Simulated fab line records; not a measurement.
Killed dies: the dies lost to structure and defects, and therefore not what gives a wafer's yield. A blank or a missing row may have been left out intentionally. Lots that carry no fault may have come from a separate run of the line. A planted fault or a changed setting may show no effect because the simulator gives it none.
Which tool was responsible? | flow n5Finfet | 72 wafers from 24 lots sampled at 2 of the route's 1938 steps

== WHAT THE GAUGES SHOWED, per wafer ==
N5_BEOL_M4_INSPECT_13: inspects for defects (brightfield). Usual: rawDefectCount 420, standard deviation 78.
lot  | measured     | on               | rawDefectCount | flag
L074 | day 7 09:52  | defectInspect-01 | 432 420 314    | 
L075 | day 7 10:31  | defectInspect-01 | 413 439 418    | 
L076 | day 7 20:04  | defectInspect-01 | 416 350 370    | 
L077 | day 8 05:50  | defectInspect-02 | 383 389 464    | 
L078 | day 8 06:25  | defectInspect-02 | 364 394 309    | 
L079 | day 8 17:43  | defectInspect-02 | 456 498 416    | 
L080 | day 8 21:41  | defectInspect-01 | 368 514 329    | 
L081 | day 9 10:11  | defectInspect-02 | 591 417 504    | 
L082 | day 9 12:46  | defectInspect-02 | 405 411 600    | 
L084 | day 9 15:44  | defectInspect-02 | 359 479 403    | 
L083 | day 9 15:55  | defectInspect-01 | 443 384 297    | 
L085 | day 10 02:44 | defectInspect-02 | 472 458 472    | 
L087 | day 11 01:29 | defectInspect-01 | 534 453 430    | 
L086 | day 11 02:44 | defectInspect-01 | 400 403 470    | 
L088 | day 11 04:22 | defectInspect-01 | 384 386 571    | 
L089 | day 11 20:28 | defectInspect-02 | 461 433 471    | 
L090 | day 12 03:37 | defectInspect-02 | 410 536 430    | 
L091 | day 12 03:55 | defectInspect-02 | 303 328 265    | 
L093 | day 12 04:07 | defectInspect-01 | 430 493 562    | 
L092 | day 12 07:07 | defectInspect-02 | 313 257 291    | 
L095 | day 12 15:55 | defectInspect-01 | 382 435 301    | 
L094 | day 13 02:21 | defectInspect-01 | 408 492 537    | 
L097 | day 13 16:55 | defectInspect-02 | 447 415 381    | 
L096 | day 13 22:39 | defectInspect-01 | 484 380 431    | 

== TOOL THAT RAN EACH LOT (tool first, then ch and the chambers of the sampled wafers, then the start) ==
lot  | N5_BEOL_M4_PECVD_72
L074 | pecvd-01 ch 0,1,2, day 7 08:04
L075 | pecvd-02 ch 0,1, day 7 09:17
L076 | pecvd-01 ch 0,1,2, day 7 18:44
L077 | pecvd-01 ch 0,2, day 8 02:26
L078 | pecvd-02 ch 0,2, day 8 04:17
L079 | pecvd-03 ch 0,2, day 8 15:50
L080 | pecvd-02 ch 0,2, day 8 21:07
L081 | pecvd-02 ch 0,1,2, day 9 09:18
L082 | pecvd-02 ch 0,2, day 9 10:38
L084 | pecvd-02 ch 0,2, day 9 13:02
L083 | pecvd-03 ch 0,2, day 9 13:25
L085 | pecvd-01 ch 1,2, day 10 01:29
L087 | pecvd-03 ch 0,1, day 10 21:17
L086 | pecvd-02 ch 0,1, day 11 01:29
L088 | pecvd-02 ch 0,1, day 11 03:20
L089 | pecvd-03 ch 1,2, day 11 19:40
L090 | pecvd-03 ch 0,1,2, day 12 00:12
L091 | pecvd-02 ch 0,1,2, day 12 00:56
L093 | pecvd-02 ch 0,2, day 12 02:20
L092 | pecvd-01 ch 0,1,2, day 12 04:34
L095 | pecvd-02 ch 0,1, day 12 15:17
L094 | pecvd-01 ch 0,1,2, day 12 18:36
L097 | pecvd-02 ch 1,2, day 13 15:42
L096 | pecvd-02 ch 0,1,2, day 13 22:01
- N5_BEOL_M4_PECVD_72: deposits SiO2 from TEOS/O2, target thk 16 nm, time 18 s.

== AS READ BY THE TOOLS THEMSELVES (means over the sampled wafers that have a number; for cases with no such wafer, the mark the record gives instead) ==
N5_BEOL_M4_PECVD_72. Usual: heaterPowerOuterW 455 W, standard deviation 87; heaterPowerW 765 W, standard deviation 120; rfFwdPowerW 445.7 W, standard deviation 1.9; showerheadPlenumPTorr 8.78 Torr, standard deviation 0.045; throttleValvePct 22.5 %, standard deviation 1.
lot  | tool     | heaterPowerOuterW (W) | heaterPowerW (W) | rfFwdPowerW (W) | showerheadPlenumPTorr (Torr) | throttleValvePct (%) | flag
L074 | pecvd-01 | 415                   | 702              | 445.9           | 8.78                         | 22.2                 | 
L075 | pecvd-02 | 538                   | 874              | 446.2           | 8.81                         | 23.3                 | 
L076 | pecvd-01 | 413                   | 699              | 445.1           | 8.77                         | 21.9                 | 
L077 | pecvd-01 | 409                   | 699              | 444.6           | 8.76                         | 22.4                 | 
L078 | pecvd-02 | 379                   | 712              | 445.2           | 8.76                         | 22.1                 | 
L079 | pecvd-03 | 465                   | 763              | 446.0           | 8.74                         | 21.7                 | 
L080 | pecvd-02 | 365                   | 664              | 448.3           | 8.77                         | 22.8                 | 
L081 | pecvd-02 | 471                   | 805              | 444.7           | 8.79                         | 22.9                 | 
L082 | pecvd-02 | 397                   | 700              | 445.9           | 8.75                         | 23.0                 | 
L084 | pecvd-02 | 432                   | 789              | 445.3           | 8.78                         | 22.2                 | 
L083 | pecvd-03 | 480                   | 787              | 443.4           | 8.75                         | 21.4                 | 
L085 | pecvd-01 | 403                   | 660              | 446.3           | 8.79                         | 21.7                 | 
L087 | pecvd-03 | 472                   | 765              | 443.9           | 8.71                         | 22.2                 | 
L086 | pecvd-02 | 417                   | 703              | 446.5           | 8.77                         | 23.8                 | 
L088 | pecvd-02 | 521                   | 860              | 446.2           | 8.81                         | 23.5                 | 
L089 | pecvd-03 | 429                   | 730              | 446.2           | 8.76                         | 21.5                 | 
L090 | pecvd-03 | 464                   | 765              | 445.2           | 8.72                         | 21.9                 | 
L091 | pecvd-02 | 464                   | 789              | 445.2           | 8.78                         | 22.9                 | 
L093 | pecvd-02 | 400                   | 709              | 446.2           | 8.76                         | 23.1                 | 
L092 | pecvd-01 | 422                   | 704              | 446.2           | 8.78                         | 22.1                 | 
L095 | pecvd-02 | 468                   | 771              | 446.3           | 8.82                         | 23.4                 | 
L094 | pecvd-01 | 399                   | 674              | 445.5           | 8.79                         | 22.2                 | 
L097 | pecvd-02 | 544                   | 924              | 445.4           | 8.80                         | 22.3                 | 
L096 | pecvd-02 | 495                   | 854              | 445.6           | 8.77                         | 22.9                 | 

== THE ANSWER, worked out from the rows above alone ==
Rule: take the mean of a lot's wafers that have a number; if it is more than 3 standard deviations from the usual mean, the lot is off. Also off: a lot with no number at a reading for which 4 or more lots have one. Where the step has rows for the other lots, those lots are counted as sound. After the gauges, taken in route order, come the tools' own readings; for these a lot's mean is taken, as printed above. At the first step where some lot is off, the reading lying furthest off is the one used; lots without a number count as furthest.
No lot is off at any reading shown: from this, nothing can be told.

== WHAT THE SIMULATOR HAD INSERTED ==
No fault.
